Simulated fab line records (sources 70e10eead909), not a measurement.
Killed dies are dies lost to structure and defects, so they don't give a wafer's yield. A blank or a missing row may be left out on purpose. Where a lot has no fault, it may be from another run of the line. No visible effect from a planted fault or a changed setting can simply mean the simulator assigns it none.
Comparing a struck lot with a sound one | flow nand-harc | 11 out of 1302 route steps
Sound: the wafers L786.2, L786.3, L786.4. Struck: wafer L794.2 (left out: L794.3, L794.4 of the same lot, which were not struck); the cause appears at the end.
Each step with rows lists, per side, the tool, then ch with its chambers, then its first start. Under that, the readings that differ: sound wafers | struck wafers | difference of the means | sigmas: that difference in standard deviations of wafers without a fault.
alike: words and numbers the same on both sides, and readings whose means are apart by under 2 such deviations; not compared: readings that were withheld, readings missing a value for some wafer, numbers with overlapping values and no deviation given by the record, and bounds like >300 which may hide the same value.
Wherever a step has rows on one side only, a row that says differs or no value, or a row with sigmas, the two part there. When numbers do not overlap yet have no deviation, they are printed without sigmas and do not part them. A reading that every wafer of one side lacks parts them only if that side has two wafers or more.

first, 1 step without rows for these wafers: NHARC_A_WL_FILL_CVD_23 (deposits poly-Si, target thk 40 nm, time 800 s).
NHARC_A_WL_FILL_ETCHBACK_26: etches the open film in HBr, target depth 52 nm, time 13.3 s.
  sound on rie-si-01 ch 0,1,2, day 25 06:18; struck on rie-si-01 ch 0, day 27 11:08
  reading                | sound                | struck | difference | sigmas
  rf-hours-counter-h (h) | 0.23 0.17 0.21       | 0.53   | +0.33      |
  throttle-valve-pct (%) | 23.276 23.263 23.277 | 23.247 | -0.025     | -3
  alike: drypump-motor-current-A, oes-product-au
then, 2 steps without rows for these wafers: NHARC_A_WL_FILL_PRECLEAN_30 (cleans in dHF, time 10 s); NHARC_A_WL_FILL_SRD_14.
NHARC_A_WL_FILL_ALD_19: deposits TiN, target thk 2 nm, pulse time 3 s, ald cycles 100.
  sound on ald-metal-04 ch 0,1,3, day 25 06:33; struck on ald-metal-02 ch 2, day 27 11:24
  alike: heater-power-w, precursor-pulse-height-rel
NHARC_A_WL_FILL_CVD_20: deposits W, target thk 100 nm, time 74 s.
  sound: cvd-w-02 ch 0,1; struck: cvd-w-01 ch 1
  alike: heater-power-w, throttle-valve-pct
NHARC_A_WL_FILL_CMP_12: polishes, t overpolish 30 s, target thk 100 nm.
  sound on cmp-02 ch 0,1,3, day 25 06:56; struck on cmp-01 ch 2, day 27 11:47
  reading                      | sound             | struck | difference | sigmas
  retaining-ring-pressure-frac | 1.000 0.999 1.009 | 0.992  | -0.011     | -2
  alike: motor-current-A, overpolish-run-s, time-to-endpoint-s
following that, these wafers have no rows for 1 step: NHARC_A_WL_FILL_SRD_31.
NHARC_A_WL_FILL_INSPECT_15:
  struck on defect-inspect-01, day 27 12:15; sound on defect-inspect-02, day 25 07:24
  alike: raw-defect-count
NHARC_A_CONTACT_DEP_24: deposits SiO2, target thk 500 nm.
  sound on pecvd-03 ch 0,1, day 25 07:28; struck on pecvd-03 ch 0, day 27 12:22
  reading                   | sound             | struck | difference | sigmas
  mfc-precursor-sccm (sccm) | 161.9 162.0 161.4 | 168.4  | +6.6       | +14
  alike: heater-power-w, throttle-valve-pct
-- jump in the record: it breaks off in module A_CONTACT and resumes in module END (first step shown: number 1302 of the route), and 3 days separate the struck wafers' starts before and after --
NHARC_END_SORT_01:
  sound on prober-02 ch 0, day 28 12:34; struck on prober-01 ch 0, day 31 00:02
  reading         | sound    | struck | difference | sigmas
  killed-at-array | 16 9 16  | 87     | +73        | +4
  killed-dies     | 19 19 21 | 91     | +71        | +4
  alike: killed-at-other, killed-at-periphery, killed-open, killed-short

WHERE THEY PART
First at NHARC_A_WL_FILL_ETCHBACK_26; last, within this record, at NHARC_END_SORT_01.

WHY: whatever the simulator had introduced
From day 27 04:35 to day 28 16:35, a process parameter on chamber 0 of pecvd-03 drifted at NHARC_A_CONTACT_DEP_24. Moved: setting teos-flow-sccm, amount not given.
